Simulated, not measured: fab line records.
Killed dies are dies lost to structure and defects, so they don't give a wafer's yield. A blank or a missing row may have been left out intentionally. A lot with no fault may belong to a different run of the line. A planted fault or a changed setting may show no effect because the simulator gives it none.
fab line records ; flow nand-harc
[record] lots = 12; wafers = 36; last-day = 34
route steps=1302 shown P_ZERO_WELL@41 P_STI@87 P_GATE@143 END@1302
lots that met no fault: taken from a fault-free run of the same line
start-h: the number of hours between the record's first day and the start of the first shown wafer of the lot ; wait-h: hours from the lot's prior step to this one ; " as in the row above ; L1.1+2: a single row standing in for several wafers ; - either no value or no given start ; * or withheld: withheld ; < > ~ a bound
route shown NAME@n: names a module that has steps shown in the file, with the first one's number in the route ; usual: average and standard deviation across the fault-free wafers ; same: alike in all rows ; chamber/n: place in a boat ; sites: per-site readings ; _std_site: how widely they spread, as a standard deviation ; _edge_site: inner sites' mean taken away from outer sites' mean ; radius-mm: for every site, how far away it sits from the centre of the wafer ; mask NAME#n: copy n ; behind: the most recent tool/chamber to have shaped the wafer ; hold: why the lot went on hold/how many hours it stayed there/how the hold came to an end ; device: transistor that didn't switch, given as n, p or np ; end of line: the route-end tests of the same wafers ; for a step that has no rows: nothing shown but its recipe ; killed: dies that structure and defects cost at the first sort, which is not the same as the wafer's yield ; map: the dies of a wafer, with x for killed, . for not killed, _ for no die there
set.NAME: setting as actually run; set.NAME@STEP: the setting as run at that earlier step ; model.NAME: the simulator's own value behind a step, which no gauge read
a sample of lots followed through the steps of the route, with each step as a table and each wafer as a row
services: the hour from which a tool's chamber was out of use, counted from the record's first day as start-h (under 0 if before that day), plus the number of hours and why
[[steps]]
[step NHARC_P_ZERO_WELL_EXPOSE_34]
[recipe] na = 0.6; target-cd-nm = 720; dose-mj = 22.31; mask-id = P_PWELL
lot.wafer;tool;chamber;start-h;wait-h;mask
L720.2+5+6;krf-scanner-04;0;24.01;-;P_PWELL#0
L721.3+4+6;krf-scanner-03;0;34.31;-;P_PWELL#0
L725.2+5+6;krf-scanner-04;0;74.14;-;P_PWELL#0
L726.3+5+6;krf-scanner-04;0;83.99;-;P_PWELL#0
L727.2+3+5;krf-scanner-04;0;94.31;-;P_PWELL#0
L728.1+4+6;krf-scanner-01;0;104.36;-;P_PWELL#0
L729.1+5+6;krf-scanner-01;0;114.52;-;P_PWELL#0
L732.1+3+4;krf-scanner-04;0;144.04;-;P_NWELL#0
L734.1+2+5;krf-scanner-04;0;164.18;-;P_PWELL#0
L741.2+3+6;krf-scanner-04;0;233.88;-;P_PWELL#0
L742.3+4+5;krf-scanner-04;0;243.85;-;P_PWELL#0
L743.3+4+6;krf-scanner-04;0;253.81;-;P_PWELL#0
[step NHARC_P_ZERO_WELL_CD_MEAS_37]
[recipe] target-cd-nm = 720; landing-energy-ev = 500
[usual] cd-nm = 720.2/1.6
lot.wafer;tool;chamber;start-h;wait-h;cd-nm
L720.2;cd-sem-01;0;24.17;-;719.4
L720.5;cd-sem-01;0;24.17;-;719.6
L720.6;cd-sem-01;0;24.17;-;718.1
L721.3;cd-sem-01;0;34.46;-;719.3
L721.4;cd-sem-01;0;34.46;-;721.7
L721.6;cd-sem-01;0;34.46;-;721.6
L725.2;cd-sem-01;0;74.29;-;719.4
L725.5;cd-sem-01;0;74.29;-;719.9
L725.6;cd-sem-01;0;74.29;-;722.0
L726.3;cd-sem-02;0;84.14;-;719.3
L726.5;cd-sem-02;0;84.14;-;720.6
L726.6;cd-sem-02;0;84.14;-;720.9
L727.2;cd-sem-01;0;94.46;-;718.7
L727.3;cd-sem-01;0;94.46;-;719.9
L727.5;cd-sem-01;0;94.46;-;720.1
L728.1;cd-sem-01;0;104.52;-;719.9
L728.4;cd-sem-01;0;104.52;-;719.9
L728.6;cd-sem-01;0;104.52;-;717.6
L729.1;cd-sem-03;0;114.68;-;721.9
L729.5;cd-sem-03;0;114.68;-;719.6
L729.6;cd-sem-03;0;114.68;-;720.4
L732.1;cd-sem-01;0;144.19;-;-
L732.3;cd-sem-01;0;144.19;-;-
L732.4;cd-sem-01;0;144.19;-;-
L734.1;cd-sem-03;0;164.33;-;719.5
L734.2;cd-sem-03;0;164.33;-;720.7
L734.5;cd-sem-03;0;164.33;-;719.4
L741.2;cd-sem-01;0;234.03;-;719.6
L741.3;cd-sem-01;0;234.03;-;721.2
L741.6;cd-sem-01;0;234.03;-;719.2
L742.3;cd-sem-01;0;244.00;-;720.4
L742.4;cd-sem-01;0;244.00;-;720.6
L742.5;cd-sem-01;0;244.00;-;719.0
L743.3;cd-sem-02;0;253.96;-;721.2
L743.4;cd-sem-02;0;253.96;-;719.8
L743.6;cd-sem-02;0;253.96;-;720.6
[step NHARC_P_STI_DESCUM_14]
[recipe] time-s = 3; o2-flow-sccm = 200; ar-flow-sccm = 0; bias-power-w = 0; chemistry = O2
[usual] drypump-motor-current-A = 5.7/0.44; oes-product-au = 1.002/0.011; rf-vpp-V = 57.7/0.85; showerhead-plenum-p-Torr = 1.91/0.086; throttle-valve-pct = 11.310/0.0082
lot.wafer;tool;chamber;start-h;wait-h;drypump-motor-current-A;oes-product-au;rf-hours-counter-h;rf-vpp-V;showerhead-plenum-p-Torr;throttle-valve-pct
L720.2;rie-diel-07;0;46.50;-;5.6;1.014;5.0;58.9;2.05;11.310
L720.5;rie-diel-07;0;46.50;-;5.6;1.012;-;58.4;2.05;11.307
L720.6;rie-diel-07;1;46.50;-;6.2;0.997;-;57.3;1.83;11.298
L721.4;rie-diel-08;2;54.07;-;6.4;1.007;2.1;58.8;2.02;11.308
L721.3;rie-diel-08;3;54.07;-;5.0;1.024;1.8;58.3;1.95;11.309
L721.6;rie-diel-08;0;54.07;-;5.1;0.994;-;57.7;1.86;11.299
L725.2;rie-diel-07;0;93.37;-;5.6;1.018;6.9;58.7;2.05;11.317
L725.6;rie-diel-07;3;93.37;-;5.5;1.010;-;56.6;1.80;11.314
L725.5;rie-diel-07;0;93.37;-;5.6;1.010;-;56.6;2.04;11.316
L726.3;rie-diel-04;2;102.81;-;5.4;0.996;7.8;57.7;2.00;11.311
L726.6;rie-diel-04;0;102.81;-;5.8;1.003;-;57.1;1.80;11.312
L726.5;rie-diel-04;1;102.81;-;5.7;0.988;-;59.2;1.92;11.300
L727.2;rie-diel-08;3;113.13;-;5.0;1.007;3.8;59.5;1.95;11.325
L727.3;rie-diel-08;1;113.13;-;5.9;0.992;4.3;57.8;1.89;11.306
L727.5;rie-diel-08;2;113.13;-;6.4;1.002;-;58.5;2.01;11.311
L728.4;rie-diel-04;2;125.78;-;5.5;0.989;10.1;60.5;2.00;11.299
L728.1;rie-diel-04;3;125.78;-;6.3;0.999;11.8;57.9;1.80;11.325
L728.6;rie-diel-04;2;125.78;-;5.4;0.994;-;57.5;2.00;11.294
L729.1;rie-diel-08;3;134.76;-;5.1;0.995;5.2;58.4;1.95;11.322
L729.6;rie-diel-08;0;134.76;-;5.1;0.986;-;57.9;1.86;11.316
L729.5;rie-diel-08;1;134.76;-;5.9;0.988;-;58.8;1.89;11.312
L734.1;rie-diel-07;0;185.05;-;5.6;1.027;4.1;57.4;2.04;11.297
L734.2;rie-diel-07;2;185.05;-;6.5;1.014;3.6;57.7;1.90;11.316
L734.5;rie-diel-07;0;185.05;-;5.6;1.028;-;58.9;2.04;11.318
L741.2;rie-diel-04;0;255.10;-;5.8;0.977;6.8;58.1;1.80;11.309
L741.3;rie-diel-04;1;255.10;-;5.7;0.991;6.5;57.5;1.91;11.312
L741.6;rie-diel-04;3;255.10;-;6.3;1.007;-;57.5;1.80;11.307
L742.3;rie-diel-04;0;264.86;-;5.8;0.976;7.9;57.6;1.80;11.307
L742.4;rie-diel-04;1;264.86;-;5.7;0.999;7.2;58.2;1.91;11.309
L742.5;rie-diel-04;2;264.86;-;5.4;0.997;-;58.7;2.00;11.316
L743.4;rie-diel-07;3;274.55;-;5.5;1.004;8.0;58.2;1.80;11.308
L743.3;rie-diel-07;2;274.55;-;6.5;0.999;7.9;57.7;1.90;11.322
L743.6;rie-diel-07;0;274.55;-;5.6;1.010;-;57.8;2.04;11.302
[step NHARC_P_STI_ETCH_31]
[recipe] target-depth-a = 1089; time-s = 54.5; cf4-flow-sccm = 100; chf3-flow-sccm = 30; ar-flow-sccm = 0; rf-w = 500; bias-w = 200; chemistry = CF4/CHF3
[usual] drypump-motor-current-A = 5.8/0.46; oes-product-au = 0.963/0.019; rf-vpp-V = 370.0/2.2; showerhead-plenum-p-Torr = 1.56/0.062; throttle-valve-pct = 16.802/0.009
lot.wafer;tool;chamber;start-h;wait-h;drypump-motor-current-A;oes-product-au;rf-hours-counter-h;rf-vpp-V;showerhead-plenum-p-Torr;throttle-valve-pct
L720.2;rie-diel-07;0;-;-;5.6;0.981;5.0;373.7;1.68;16.800
L720.5;rie-diel-07;2;-;-;6.5;0.988;-;371.1;1.56;16.810
L720.6;rie-diel-07;3;-;-;5.5;0.995;-;366.8;1.49;16.805
L721.4;rie-diel-08;0;-;-;5.1;0.933;1.5;370.2;1.53;16.808
L721.3;rie-diel-08;3;-;-;5.0;0.973;1.9;371.0;1.60;16.803
L721.6;rie-diel-08;0;-;-;5.1;0.925;-;368.7;1.53;16.810
L725.2;rie-diel-07;3;-;-;5.5;0.974;7.7;367.8;1.49;16.809
L725.6;rie-diel-07;3;-;-;5.6;0.970;-;366.8;1.49;16.792
L725.5;rie-diel-07;0;-;-;5.6;0.969;-;373.4;1.68;16.809
L726.3;rie-diel-04;1;-;-;5.7;0.952;7.2;372.0;1.58;16.797
L726.6;rie-diel-04;1;-;-;5.7;0.946;-;371.0;1.58;16.814
L726.5;rie-diel-04;2;-;-;5.5;0.965;-;372.8;1.64;16.793
L727.3;rie-diel-08;2;-;-;6.4;0.955;4.4;372.9;1.65;16.797
L727.2;rie-diel-08;3;-;-;5.0;0.964;3.8;371.0;1.60;16.817
L727.5;rie-diel-08;1;-;-;5.9;0.969;-;368.6;1.55;16.808
L728.4;rie-diel-04;2;-;-;5.5;0.955;10.2;374.7;1.64;16.802
L728.1;rie-diel-04;1;-;-;5.7;0.951;10.2;371.4;1.58;16.795
L728.6;rie-diel-04;2;-;-;5.5;0.946;-;372.6;1.64;16.809
L729.1;rie-diel-08;1;-;-;5.9;0.959;6.0;372.8;1.55;16.788
L729.5;rie-diel-08;0;-;-;5.1;0.950;-;369.5;1.53;16.801
L729.6;rie-diel-08;1;-;-;5.9;0.959;-;369.0;1.55;16.815
L734.1;rie-diel-07;2;-;-;6.5;0.984;3.6;370.7;1.56;16.790
L734.2;rie-diel-07;3;-;-;5.5;0.996;3.7;368.7;1.49;16.798
L734.5;rie-diel-07;2;-;-;6.5;0.982;-;371.1;1.56;16.797
L741.2;rie-diel-04;3;-;-;6.3;0.975;6.4;367.2;1.49;16.797
L741.3;rie-diel-04;0;-;-;5.7;0.949;6.8;368.0;1.48;16.794
L741.6;rie-diel-04;2;-;-;5.5;0.970;-;372.6;1.64;16.808
L742.3;rie-diel-04;1;-;-;5.7;0.959;7.3;371.2;1.57;16.797
L742.4;rie-diel-04;2;-;-;5.5;0.938;5.0;372.5;1.64;16.792
L742.5;rie-diel-04;0;-;-;5.8;0.946;-;366.9;1.48;16.808
L743.4;rie-diel-07;3;-;-;5.6;0.948;8.1;367.2;1.49;16.807
L743.3;rie-diel-07;0;-;-;5.6;0.935;8.2;372.3;1.67;16.797
L743.6;rie-diel-07;3;-;-;5.5;0.936;-;367.7;1.49;16.811
[step NHARC_P_GATE_INSPECT_28]
[usual] raw-defect-count = 6.0/2.5
lot.wafer;tool;chamber;start-h;wait-h;raw-defect-count
L720.2;defect-inspect-02;-;104.54;0.0;5
L720.5;defect-inspect-02;-;104.54;0.0;5
L720.6;defect-inspect-02;-;104.54;0.0;9
L721.3;defect-inspect-01;-;104.70;0.0;7
L721.4;defect-inspect-01;-;104.70;0.0;3
L721.6;defect-inspect-01;-;104.70;0.0;8
L725.2;defect-inspect-02;-;151.51;0.0;6
L725.5;defect-inspect-02;-;151.51;0.0;2
L725.6;defect-inspect-02;-;151.51;0.0;4
L726.3;defect-inspect-01;-;154.51;0.0;6
L726.5;defect-inspect-01;-;154.51;0.0;7
L726.6;defect-inspect-01;-;154.51;0.0;3
L727.2;defect-inspect-01;-;165.92;0.0;6
L727.3;defect-inspect-01;-;165.92;0.0;9
L727.5;defect-inspect-01;-;165.92;0.0;3
L728.1;defect-inspect-02;-;176.95;0.0;6
L728.4;defect-inspect-02;-;176.95;0.0;7
L728.6;defect-inspect-02;-;176.95;0.0;3
L729.1;defect-inspect-02;-;186.28;0.0;5
L729.5;defect-inspect-02;-;186.28;0.0;5
L729.6;defect-inspect-02;-;186.28;0.0;6
L734.1;defect-inspect-01;-;241.63;0.0;5
L734.2;defect-inspect-01;-;241.63;0.0;7
L734.5;defect-inspect-01;-;241.63;0.0;8
L741.2;defect-inspect-02;-;309.92;0.0;6
L741.3;defect-inspect-02;-;309.92;0.0;4
L741.6;defect-inspect-02;-;309.92;0.0;1
L742.3;defect-inspect-01;-;319.74;0.0;5
L742.4;defect-inspect-01;-;319.74;0.0;3
L742.5;defect-inspect-01;-;319.74;0.0;6
L743.3;defect-inspect-02;-;333.53;0.0;4
L743.4;defect-inspect-02;-;333.53;0.0;9
L743.6;defect-inspect-02;-;333.53;0.0;2
[step NHARC_END_SORT_01]
[recipe] temp-c = 25
[usual] killed-at-array = 51/18; killed-at-other = 1.0/1.2; killed-at-periphery = 3.7/2.9; killed-dies = 55/19; killed-open = 3.5/1.9; killed-short = 2.6/1.6
[same] gross-dies = 677
lot.wafer;tool;chamber;start-h;wait-h;killed-at-array;killed-at-other;killed-at-periphery;killed-dies;killed-open;killed-short
L732.1;prober-02;0;682.92;2.5;83;0;594;677;4;5
L732.3;prober-02;0;684.50;3.1;74;0;603;677;3;2
L732.4;prober-02;0;685.30;3.4;80;0;597;677;4;2
// killed by level:class
L732.1 P_ZERO_WELL:area-expose=588 A_SLIT:chamber-film-flake=30 A_CHANNEL_HOLE_D1:chamber-film-flake=25 A_CHANNEL_HOLE_D2:chamber-film-flake=11 P_GATE:chamber-film-flake=4 A_CHANNEL_FILL_D2:chamber-film-flake=4 A_STAIRCASE:chamber-film-flake=3 A_DECK1_JOINT:geometric-particle:open=2
L732.3 P_ZERO_WELL:area-expose=596 A_CHANNEL_HOLE_D1:chamber-film-flake=36 A_CHANNEL_HOLE_D2:chamber-film-flake=14 A_SLIT:chamber-film-flake=10 A_CHANNEL_FILL_D2:chamber-film-flake=4 A_STAIRCASE:chamber-film-flake=3 P_ZERO_WELL:chamber-film-flake=2 P_GATE:chamber-film-flake=2
L732.4 P_ZERO_WELL:area-expose=591 A_SLIT:chamber-film-flake=27 A_CHANNEL_HOLE_D1:chamber-film-flake=26 A_CHANNEL_HOLE_D2:chamber-film-flake=10 P_GATE:chamber-film-flake=4 A_STAIRCASE:chamber-film-flake=3 A_SGD_CUT:chamber-film-flake=3 A_CONTACT:chamber-film-flake=2
[[services]]
tool;chamber;start-h;hours;kind
rie-diel-04;-;0.90;9.0;pm
krf-scanner-04;-;10.00;4.0;pm
rie-diel-08;-;13.80;9.0;pm
rie-diel-07;2;19.62;7.1;repair
rie-diel-08;1;35.07;2.8;repair
rie-diel-04;2;36.20;2.6;repair
krf-scanner-04;-;59.62;4.0;repair
rie-diel-07;1;68.92;1.5;repair
rie-diel-04;2;104.55;4.6;repair
rie-diel-07;-;117.24;9.0;pm
rie-diel-08;-;120.47;0.1;repair
krf-scanner-01;-;122.50;3.7;repair
rie-diel-04;3;150.29;31.8;repair
rie-diel-04;-;150.39;0.4;repair
krf-scanner-04;-;168.25;0.5;repair
rie-diel-04;-;177.90;9.0;pm
krf-scanner-04;-;182.00;4.0;pm
krf-scanner-04;-;190.09;5.0;repair
rie-diel-08;-;190.80;9.0;pm
rie-diel-04;2;200.64;8.6;repair
rie-diel-08;2;233.70;1.9;repair
rie-diel-08;0;251.07;27.3;repair
krf-scanner-04;-;259.15;0.4;repair
rie-diel-04;1;266.50;7.5;repair
[[key]]
[first-sign] step = NHARC_P_ZERO_WELL_EXPOSE_34; reading = mask; direction = changed
[effect] step = NHARC_P_ZERO_WELL_CD_MEAS_37; reading = cd-nm; direction = missing
[effect] step = NHARC_END_SORT_01; reading = killed-at-periphery; direction = up; sigmas = 99+; usual = 3.7; struck = 598
[more-kills-born-at] NHARC_P_ZERO_WELL_EXPOSE_34@krf-scanner-04 = 1775
met-at NHARC_P_ZERO_WELL_EXPOSE_34
struck-lots L732
later-rows-left-out L732.1,L732.3,L732.4
tester-left-out L732
not-acting-at NHARC_P_STI_DESCUM_14,NHARC_P_STI_ETCH_31,NHARC_P_GATE_INSPECT_28
onset-between 94.31 144.04
[fault] kind = wrong-mask; tool = any; chamber = -; onset-h = 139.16; steps = NHARC_P_ZERO_WELL_EXPOSE_34; aux-copy = P_NWELL#0; scope = struck-lots-only
// tester-left-out: of these lots the tester's yield and bins aren't shown, on N5 and GAA mostly nor the transistor test; their killed dies are dies lost to structure and defects alone, not to doping, threshold or leakage, so they don't give the yield
// later-rows-left-out: the simulator's readings of these wafers behind a module that went badly wrong aren't trusted and aren't shown, but for the sort
